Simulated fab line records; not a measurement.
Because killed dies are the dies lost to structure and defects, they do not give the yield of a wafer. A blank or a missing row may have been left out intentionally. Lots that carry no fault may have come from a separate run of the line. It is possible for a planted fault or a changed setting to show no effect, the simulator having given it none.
Which tool did it? + flow n5-finfet + 18 wafers from 6 lots sampled at 3 of the route's 1938 steps

## WHAT THE GAUGES READ, wafer by wafer
N5_BEOL_M11_CD_MEAS_28 targets a cd of 70 nm.
| lot  | measured     | on        | cd-nm (nm)     |
|------|--------------|-----------|----------------|
| L132 | day 10 17:49 | cd-sem-02 | 70.4 71.7 68.8 |
| L138 | day 11 19:02 | cd-sem-03 | 66.7 69.3 69.7 |
| L140 | day 12 04:44 | cd-sem-01 | 71.4 71.0 71.6 |
| L143 | day 12 23:11 | cd-sem-03 | 71.5 70.6 70.8 |
| L147 | day 14 12:34 | cd-sem-03 | 69.3 68.5 69.6 |
| L152 | day 15 16:20 | cd-sem-02 | 70.7 72.4 71.0 |

## WHICH TOOL RAN EACH LOT (tool, then ch and the chambers of the sampled wafers, then the start)
| lot  | N5_BEOL_M11_PECVD_70            | N5_BEOL_M11_COAT_64               |
|------|---------------------------------|-----------------------------------|
| L132 | pecvd-02 ch 0,1, day 10 14:47   | litho-track-05 ch 0, day 10 17:26 |
| L138 | pecvd-04 ch 0,1,2, day 11 15:50 | litho-track-02 ch 0, day 11 18:47 |
| L140 | pecvd-01 ch 1,2, day 12 00:47   | litho-track-03 ch 0, day 12 04:22 |
| L143 | pecvd-01 ch 1,2, day 12 19:40   | litho-track-03 ch 0, day 12 22:57 |
| L147 | pecvd-02 ch 0,1,2, day 14 07:43 | litho-track-03 ch 0, day 14 12:10 |
| L152 | pecvd-01 ch 1,2, day 15 13:32   | litho-track-02 ch 0, day 15 15:58 |
- N5_BEOL_M11_PECVD_70: deposits SiO2 from TEOS/O2, target thk 20 nm, time 22.7 s.
- N5_BEOL_M11_COAT_64: time 60 s, resist thk 30 nm.

## THE ANSWER, worked out from the rows above alone
Rule: the usual values come from the lots themselves. Put in order of their means at a reading, lots are off if they are a third of the lots or fewer, leave a main group of 4 or more, and stand apart from it by a gap of 3 or more times the standard deviation of the main group's means; of several such gaps the widest counts. If all means in a main group match to the digits the tables above print for the reading, that group is not used. A lot without any number at a reading at which 4 lots or more have one is off too. The other lots that the step has rows for count as sound.
Across all readings shown, no lot is off: no conclusion can be drawn from this.

## WHAT WAS PUT IN BY THE SIMULATOR
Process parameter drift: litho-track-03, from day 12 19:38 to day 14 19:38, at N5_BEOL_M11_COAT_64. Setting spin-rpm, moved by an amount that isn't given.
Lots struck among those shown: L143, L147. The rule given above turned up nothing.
